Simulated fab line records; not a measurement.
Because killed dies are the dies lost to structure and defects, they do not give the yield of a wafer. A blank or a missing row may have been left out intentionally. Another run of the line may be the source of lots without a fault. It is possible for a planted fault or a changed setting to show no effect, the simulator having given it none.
The same fault as seen by 2 desks || flow n5-finfet || numbers are kept per desk, each desk with only its own; the story behind them comes last

## DESK OF THE TOOL OWNER: rie-diel-04
The tool's own readings at N5_BEOL_M15_TRENCH_ETCH_34 (etches SiO2 in C4F8/O2/Ar, target depth 872.93 nm, time 199 s): means of the sampled wafers that have a number, for each lot that ran on this tool. If a lot's mean is further than 4 standard deviations from the usual mean, the lot is out of limits and carries the mark OUT (the distance appears in the brackets). Readings shown: 7 of its 8, picked as those furthest out on some lot.
Columns: A = bias-w at N5_BEOL_M15_TRENCH_ETCH_34, usual 2041 W; B = drypump-motor-current-A at N5_BEOL_M15_TRENCH_ETCH_34, usual 5.6 A; C = he-inner-torr at N5_BEOL_M15_TRENCH_ETCH_34, usual 14.993 Torr; D = oes_o_777_au at N5_BEOL_M15_TRENCH_ETCH_34, usual 0.80 a.u.; E = oes-product-au at N5_BEOL_M15_TRENCH_ETCH_34, usual 0.79 a.u.; F = rf-vpp-V at N5_BEOL_M15_TRENCH_ETCH_34, usual 2221 V; G = throttle-valve-pct at N5_BEOL_M15_TRENCH_ETCH_34, usual 31.02 %
{"lot": "L946", "first seen here": "day 12 09:52", "A": 2036, "B": 5.2, "C": 15.029, "D": 0.82, "E": 0.78, "F": 2163, "G": 30.89}
{"lot": "L950", "first seen here": "day 13 16:29", "A": 2038, "B": 5.6, "C": 15.012, "D": 0.85, "E": 0.81, "F": 2162, "G": 31.10}
{"lot": "L953", "first seen here": "day 14 06:17", "A": 2041, "B": 5.4, "C": 14.990, "D": 0.85, "E": 0.81, "F": 2164, "G": 31.04}
{"lot": "L957", "first seen here": "day 14 23:03", "A": 2045, "B": 5.4, "C": 14.979, "D": 0.88, "E": 0.85, "F": 2163, "G": 31.09}
{"lot": "L960", "first seen here": "day 15 21:08", "A": 2034, "B": 5.5, "C": 15.009, "D": 0.88, "E": 0.78, "F": 2164, "G": 31.06}
{"lot": "L963", "first seen here": "day 16 15:22", "A": 2042, "B": 5.3, "C": 14.969, "D": 0.99, "E": 0.87, "F": 2162, "G": 30.52}
{"lot": "L961", "first seen here": "day 17 03:47", "A": 2039, "B": 5.2, "C": 14.979, "D": 0.90, "E": 0.78, "F": 2160, "G": 30.69}
This desk found nothing out of limits on any of the 7 lots.

## FROM THE METROLOGY DESK
What the gauges read for every lot (on any tool): the sampled wafers with a number, averaged. If a lot's mean is further than 4 standard deviations from the usual mean, the lot is out of limits and carries the mark OUT (the distance appears in the brackets).
Columns: A = M15_THK at N5_BEOL_M15_THK_MEAS_50, usual 850 nm; B = M15_RS at N5_BEOL_M15_RS_MEAS_54, usual 0.0217 ohm/sq
{"lot": "L944", "first seen here": "day 12 00:31", "A": 855, "B": 0.0217}
{"lot": "L946", "first seen here": "day 12 14:27", "A": 839, "B": 0.0221}
{"lot": "L950", "first seen here": "day 13 21:08", "A": 843, "B": 0.0218}
{"lot": "L953", "first seen here": "day 14 13:12", "A": 839, "B": 0.0220}
{"lot": "L954", "first seen here": "day 14 13:50", "A": 845, "B": 0.0217}
{"lot": "L957", "first seen here": "day 15 03:01", "A": 841, "B": 0.0217}
{"lot": "L958", "first seen here": "day 15 23:26", "A": 857, "B": 0.0218}
{"lot": "L960", "first seen here": "day 15 23:38", "A": "733 (-5.6) OUT", "B": "0.0263 (+8.6) OUT"}
{"lot": "L963", "first seen here": "day 16 18:35", "A": "724 (-6.0) OUT", "B": "0.0262 (+8.3) OUT"}
{"lot": "L961", "first seen here": "day 17 08:24", "A": "718 (-6.3) OUT", "B": "0.0264 (+8.7) OUT"}
This desk finds L960, L961, L963 out of limits, with the earliest case on L960 at day 15 23:38 (M15_THK at N5_BEOL_M15_THK_MEAS_50). In limits: L944, L946, L950, L953, L954, L957, L958.

## TAKEN TOGETHER
An alarm was possible from the metrology desk at day 15 23:38, on L960, L961, L963.
The desk of the tool owner found nothing out of limits.
On record at the tool owner's desk: L960, L961, L963, within its limits.
N5_BEOL_M15_TRENCH_ETCH_34 was run on rie-diel-04 by each of the lots named.

## WHAT HAD BEEN PUT IN BY THE SIMULATOR
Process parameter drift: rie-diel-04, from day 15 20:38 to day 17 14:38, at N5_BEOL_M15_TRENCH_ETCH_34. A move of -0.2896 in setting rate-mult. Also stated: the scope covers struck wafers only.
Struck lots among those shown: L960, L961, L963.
Hours from the fault's start to each desk's first reading out of limits: the metrology desk, 3.
